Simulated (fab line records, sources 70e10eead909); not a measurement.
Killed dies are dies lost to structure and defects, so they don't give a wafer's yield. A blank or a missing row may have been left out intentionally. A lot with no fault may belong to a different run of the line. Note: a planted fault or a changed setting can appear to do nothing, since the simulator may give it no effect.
Problem report in the 8D (eight disciplines) form, filled by code / flow nandHarc / the parts of the form that need people (team, actions taken, sign-off) are left out

## 1. THE ISSUE
cdNm at NHARC_P_M1_CD_MEAS_09 reads a mean of 140.4 nm on 6 wafers of 2 lots; wafers without a fault read 129.7 nm with a standard deviation of 0.8. Measured from the usual mean, that is +13 standard deviations.
The step: target cd 130 nm.
First observed at day 12 11:12: wafer L257.1, on cdSem-03. The record has a number at this step for 36 wafers belonging to 12 lots. By rule, "out" or "out of limits" means more than 4 standard deviations away from the usual mean. All remaining wafers that have a number are taken as sound.

## 2. WHAT IT IS, AND WHAT IT ISN'T
question=which readings at this step | is=cdNm | is not=-
question=which lots | is=L257, L258 | is not=L243, L246, L247, L249, L251, L252, L259, L260, L262, L265
question=which wafers of those lots | is=all that have a number | is not=-
question=read on which gauges | is=cdSem-02, cdSem-03 | is not=cdSem-01
question=when | is=from day 12 11:12 | is not=up to then (18 sound wafers); but 12 sound wafers of L259, L260, L262, L265 came after

## 3. THE SUSPECTS, EACH WITH WHAT RULES IT OUT
Counting: a tool stays on the suspect list if, at a process step up to the reading, it processed all lots that are out and no sound lot following the first of them.
- the gauge at NHARC_P_M1_CD_MEAS_09 is ruled out. Those wafers that are out were read across 2 gauges (cdSem-02, cdSem-03).
- rieDiel-03 at NHARC_P_M0_ETCH_15 (etches the open film in C4F8/Ar, target depth 150 nm, overetch 15 nm, time 82.5 s): ruled out as a lasting fault. Sound lots L259, L260 ran on it after its first lot that is out, L257 (day 12 09:54). Because NHARC_P_M0_ETCH_15 lacks a start for some lots, the hours and order of its lots are taken from NHARC_P_M0_PRE_CLEAN_31.
- pecvd-01 at NHARC_P_M0_PRE_CLEAN_31 (time 12 s): kept. All lots that are out passed through it, beginning with L257 at day 12 09:54, and no sound lot followed; its final sound lot before that point was L252 at day 10 07:03.
- lithoTrack-04 at NHARC_P_M1_PEB_07 (peb time 65 s): ruled out as a lasting fault. Sound lots L265 ran on it after its first lot that is out, L257 (day 12 11:07).
Left after counting: pecvd-01 at NHARC_P_M0_PRE_CLEAN_31.

## 4. THE CAUSE (what the simulator had put in)
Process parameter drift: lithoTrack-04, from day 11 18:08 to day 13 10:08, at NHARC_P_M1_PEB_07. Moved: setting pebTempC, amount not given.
The count ruled it out by mistake, since the rule takes a fault to strike every lot its tool runs from the start of the fault on, and this one did not do so.

## 5. SEQUENCE OF EFFECTS, ordered by route
Rows list readings where the struck wafers' mean (over those with a number) sits beyond 3 standard deviations from the usual. Only readings whose record carries a usual standard deviation are examined. hours: median over the lots of the time between each lot's start at the first step of this table that gives one and its start at this step. sigmas: the change, counted in usual standard deviations.
hours=0; step=NHARC_P_M1_PEB_07; reading=heaterPowerTotalW; usual=156.7 W; on struck wafers=164.0; change=+7.3; sigmas=+17
hours=0; step=NHARC_P_M1_PEB_07; reading=plateTempC; usual=99.98 C; on struck wafers=103.35; change=+3.37; sigmas=+22
hours=0; step=NHARC_P_M1_CD_MEAS_09; reading=cdNm; usual=129.7 nm; on struck wafers=140.4; change=+10.7; sigmas=+13
It contains these process steps:
- NHARC_P_M1_PEB_07: peb time 65 s.

## 6. HOW IT WOULD HAVE BEEN CAUGHT EARLIER
In this record the first reading out of limits at a measuring or inspecting step was taken at day 12 11:12, 17 hours after the fault began at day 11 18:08.
Tool's own readings at NHARC_P_M1_PEB_07, heaterPowerTotalW, plateTempC: out on all struck wafers the step has rows for; an alarm limit on them would have tripped on the first.
